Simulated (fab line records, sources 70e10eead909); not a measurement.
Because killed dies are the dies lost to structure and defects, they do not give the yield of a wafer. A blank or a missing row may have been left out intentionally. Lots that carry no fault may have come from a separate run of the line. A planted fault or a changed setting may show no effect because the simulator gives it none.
Which tool is to blame? | flow nandHarc | 6 lots with 18 wafers sampled at 5 steps, on a route of 1302 steps

## WHAT EACH GAUGE READ, for each wafer
NHARC_END_SORT_01.
lot | measured | on | killedAtArray

## TOOL THAT RAN EACH LOT (tool first, then ch and the chambers of the sampled wafers, then the start)
lot  | NHARC_P_ZERO_WELL_DESCUM_26       | NHARC_P_ZERO_WELL_DESCUM_39       | NHARC_P_GATE_SOFTBAKE_21         | NHARC_P_GATE_ETCH_104
L492 | rieDiel-06 ch 0,1, day 2 08:50    | rieDiel-04 ch 0,2,3, day 2 10:31  | lithoTrack-01 ch 0, day 5 11:00  | rieDiel-05 ch 0,1,3, day 5 12:15
L496 | rieDiel-01 ch 0,3, day 4 01:37    | rieDiel-06 ch 1,2,3, day 4 03:10  | lithoTrack-04 ch 0, day 7 07:00  | rieDiel-09 ch 0,2,3, day 7 08:30
L498 | rieDiel-06 ch 1,3, day 4 20:37    | rieDiel-06 ch 0,2, day 4 22:16    | lithoTrack-04 ch 0, day 7 20:00  | rieDiel-09 ch 0,1,2, day 7 21:37
L502 | rieDiel-04 ch 0,1,3, day 6 14:59  | rieDiel-04 ch 0,1,3, day 6 16:40  | lithoTrack-06 ch 0, day 9 19:00  | rieDiel-05 ch 0,2,3, day 9 20:35
L508 | rieDiel-01 ch 1,2, day 9 00:32    | rieDiel-06 ch 2,3, day 9 02:04    | lithoTrack-06 ch 0, day 12 06:00 | rieDiel-05 ch 0,1,2, day 12 06:44
L511 | rieDiel-01 ch 0,1,2, day 10 06:40 | rieDiel-06 ch 0,1,3, day 10 08:19 | lithoTrack-06 ch 0, day 13 10:00 | rieDiel-13 ch 1,3, day 13 11:11
- NHARC_P_ZERO_WELL_DESCUM_26: chemistry O2, time 3 s.
- NHARC_P_ZERO_WELL_DESCUM_39: chemistry O2, time 3 s.
- NHARC_P_GATE_SOFTBAKE_21: time 55 s.
- NHARC_P_GATE_ETCH_104: etches the open film in CF4/CHF3, target depth 60 nm.

## THE ANSWER, worked out from the rows above alone
Rule: the usual values come from the lots themselves. The widest of any qualifying gaps counts: lots, ordered by their means at a reading, are off when they make up no more than a third of the lots, leave a main group of 4 or more, and stand apart from it by 3 or more times the standard deviation of that group's means. Not used: any main group whose means are identical at the precision the tables above print for the reading. A lot without any number at a reading at which 4 lots or more have one is off too. Where the step has rows for the other lots, those lots are counted as sound.
None of the lots is off at any reading shown; this tells nothing.

## WHAT WAS PUT IN BY THE SIMULATOR
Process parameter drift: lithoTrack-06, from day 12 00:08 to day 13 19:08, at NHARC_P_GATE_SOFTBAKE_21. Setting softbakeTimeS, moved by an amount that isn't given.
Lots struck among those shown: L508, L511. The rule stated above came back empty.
